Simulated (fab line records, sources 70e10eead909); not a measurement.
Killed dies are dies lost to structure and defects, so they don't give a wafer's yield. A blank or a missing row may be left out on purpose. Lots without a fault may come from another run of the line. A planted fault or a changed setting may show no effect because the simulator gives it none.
Chamber matching | flow nand_harc | NHARC_P_M2_DESCUM_14 on rie_diel-07: 4 sister chambers
The step chemistry O2, time 3 s. 16 wafers are shown with their chamber, then 8 later ones without.

WAFERS WITH THEIR CHAMBER
wafer  | chamber | showerhead_plenum_p_Torr (Torr) | oes_product_au (a.u.) | rf_vpp_V (V)
L075.1 | 2       | 1.97                            | 0.993                 | 56.1
L075.4 | 1       | 2.03                            | 1.027                 | 58.8
L075.5 | 1       | 2.03                            | 1.023                 | 59.2
L077.3 | 1       | 2.03                            | 1.012                 | 58.2
L077.4 | 0       | 2.00                            | 1.006                 | 59.2
L077.6 | 3       | 2.05                            | 1.011                 | 58.3
L079.1 | 3       | 2.05                            | 1.007                 | 56.4
L079.3 | 0       | 2.00                            | 1.004                 | 58.3
L079.6 | 1       | 2.03                            | 1.022                 | 58.6
L083.1 | 0       | 2.00                            | 1.008                 | 57.5
L083.3 | 3       | 2.05                            | 0.999                 | 60.9
L083.5 | 3       | 2.05                            | 1.002                 | 57.0
L084.2 | 1       | 2.02                            | 1.020                 | 58.6
L084.4 | 0       | 2.00                            | 1.007                 | 59.6
L084.5 | 2       | 1.97                            | 0.979                 | 57.5
L085.1 | 0       | 2.00                            | 1.003                 | 58.4

SIGNATURES (means of the wafers above)
reading                  | chamber 0 | chamber 1 | chamber 2 | chamber 3 | scatter within a chamber
showerhead_plenum_p_Torr | 2.0000    | 2.0280    | 1.9700    | 2.0500    | 0.00258
oes_product_au           | 1.00560   | 1.02080   | 0.98600   | 1.00475   | 0.00519
rf_vpp_V                 | 58.600    | 58.680    | 56.800    | 58.150    | 1.16
Rule: a wafer's distance from a chamber is the root of the sum, over the readings, of the square of ((its reading less the chamber's mean) divided by the reading's scatter). The wafer belongs to the nearest chamber; if the next one is less than 2 further off, it can't be placed. The scatter: the root of (the sum of the squares of (reading less its chamber's mean) over the shown wafers, divided by (wafers less chambers)).

WAFERS WITHOUT THEIR CHAMBER
wafer  | showerhead_plenum_p_Torr (Torr) | oes_product_au (a.u.) | rf_vpp_V (V)
L085.2 | 1.97                            | 0.984                 | 58.5
L085.3 | 2.05                            | 0.998                 | 59.2
L087.3 | 2.00                            | 1.002                 | 56.9
L087.4 | 2.05                            | 0.994                 | 58.2
L087.6 | 1.97                            | 0.995                 | 58.5
L088.1 | 2.05                            | 1.001                 | 59.5
L088.4 | 2.00                            | 1.006                 | 57.7
L088.5 | 2.00                            | 1.016                 | 57.8

WHICH CHAMBER EACH WENT THROUGH
wafer  | from the rows above | in truth
L085.2 | 2                   | 2
L085.3 | 3                   | 3
L087.3 | 0                   | 0
L087.4 | 3                   | 3
L087.6 | 2                   | 2
L088.1 | 3                   | 3
L088.4 | 0                   | 0
L088.5 | 0                   | 0
Placed correctly: 8 of 8. Can't be placed from these rows: 0. Placed wrongly: 0.
